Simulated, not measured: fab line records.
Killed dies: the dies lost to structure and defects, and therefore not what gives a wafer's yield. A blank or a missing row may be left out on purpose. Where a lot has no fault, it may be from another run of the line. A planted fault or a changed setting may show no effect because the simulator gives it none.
Comparing a struck lot with a sound one -- flow nand harc -- 16 steps out of a route of 1159
Sound: these wafers, L144.1, L144.3, L144.5. The struck wafers were L130.1, L130.3, L130.5. The cause is named last.
At each step with rows: each side's tool, then ch and its chambers, then its first start. Under that, the readings that differ: sound wafers -- struck wafers -- difference of the means -- sigmas: that difference in standard deviations of wafers without a fault.
alike: readings with means less than 2 such deviations apart, plus words and numbers identical on both sides. not compared: withheld readings, readings lacking a value on some wafer, bounds such as >300 that could conceal the same value, and numbers that have no deviation in the record and whose values overlap.
Wherever a step has rows on one side only, a row that says differs or no value, or a row with sigmas, the two part there. Numbers that don't overlap but have no deviation are shown without sigmas and don't part them. Lack of a reading on every wafer of one side parts them only where that side has two or more wafers.

first, 1 step without rows for these wafers: NHARC_A_BLC_ETCH_16 (etches the open film in CF4, target depth 39 nm, time 65 s).
NHARC_A_BLC_ETCH_17: etches the open film in N2/H2, target depth 390 nm, time 609.38 s.
  sound: rie diel-11 ch 1,2,3; struck: rie diel-11 ch 0,1,2
  alike: drypump motor current A, oes product au, rf fwd power W, rf vpp V, showerhead plenum p Torr, throttle valve pct
  not compared: rf hours counter h
NHARC_A_BLC_ETCH_18: etches the open film in C4F8/O2/Ar, target depth 910 nm.
  sound: rie diel-11 ch 1,2,3; struck: rie diel-11 ch 0,2,3
  alike: oes product au, rf fwd power W, rf vpp V
  not compared: rf hours counter h
NHARC_A_BLC_CD_MEAS_19:
  sound on cd sem-01 at day 21 20:24; struck on cd sem-03 at day 19 22:04
  alike: cd nm
then, 1 step without rows for these wafers: NHARC_A_BLC_STRIP_29 (strips in CF4).
NHARC_A_BLC_STRIP_21: strips in O2.
  sound on rie diel-08 ch 0,1,3, day 21 20:35; struck on rie diel-01 ch 2,3, day 19 22:16
  alike: drypump motor current A, oes product au, rf vpp V, showerhead plenum p Torr, throttle valve pct
  not compared: rf hours counter h
then, 4 steps without rows for these wafers: NHARC_A_BLC_STRIP_22 (strips in post etch residue remover, time 600 s); NHARC_A_BLC_DEGAS_30 (time 60 s); NHARC_A_BLC_PRE_CLEAN_31 (time 15 s); NHARC_A_BLC_PVD_32 (deposits Ti, target thk 5 nm, time 17.7 s).
NHARC_A_BLC_ALD_23: deposits TiN, target thk 3 nm, pulse time 1 s, ald cycles 150.
  sound on ald metal-02 ch 1,2,3, day 21 21:16; struck on ald metal-02 ch 1,2,3, day 19 22:55
  alike: heater power outer w, heater power w, precursor pulse height rel
NHARC_A_BLC_CVD_24: deposits W, target thk 150 nm, time 434 s.
  sound: cvd w-02 ch 1; struck: cvd w-02 ch 0,1
  alike: heater power outer w, heater power w, throttle valve pct
NHARC_A_BLC_CMP_25: polishes, t overpolish 30 s, target thk 150 nm.
  sound on cmp-01 ch 0,2,3, day 21 23:12; struck on cmp-04 ch 0,2, day 20 02:21
  no value came back on the struck wafers for edge zone pressure frac, motor current A (A), overpolish run s (s), time to endpoint s (s); on the sound wafers edge zone pressure frac reads 0.997 0.993 1.001
  not compared: pad life wafers
following that, these wafers have no rows for 1 step: NHARC_A_BLC_SRD_27.
NHARC_A_BLC_INSPECT_28:
  sound on defect inspect-02 at day 21 23:33; struck on defect inspect-02 at day 20 02:44
reading,sound,struck,difference,sigmas
raw defect count,412 348 289,6902 6545 6645,+6348,+63
NHARC_END_SORT_01:
  here the record holds rows for the struck wafers (prober-01 ch 0, day 21 15:29) but none for the sound ones

== WHERE THEY PART ==
Last at NHARC_END_SORT_01 as far as this record goes, first at NHARC_A_BLC_CMP_25.

WHY: what had been put in by the simulator
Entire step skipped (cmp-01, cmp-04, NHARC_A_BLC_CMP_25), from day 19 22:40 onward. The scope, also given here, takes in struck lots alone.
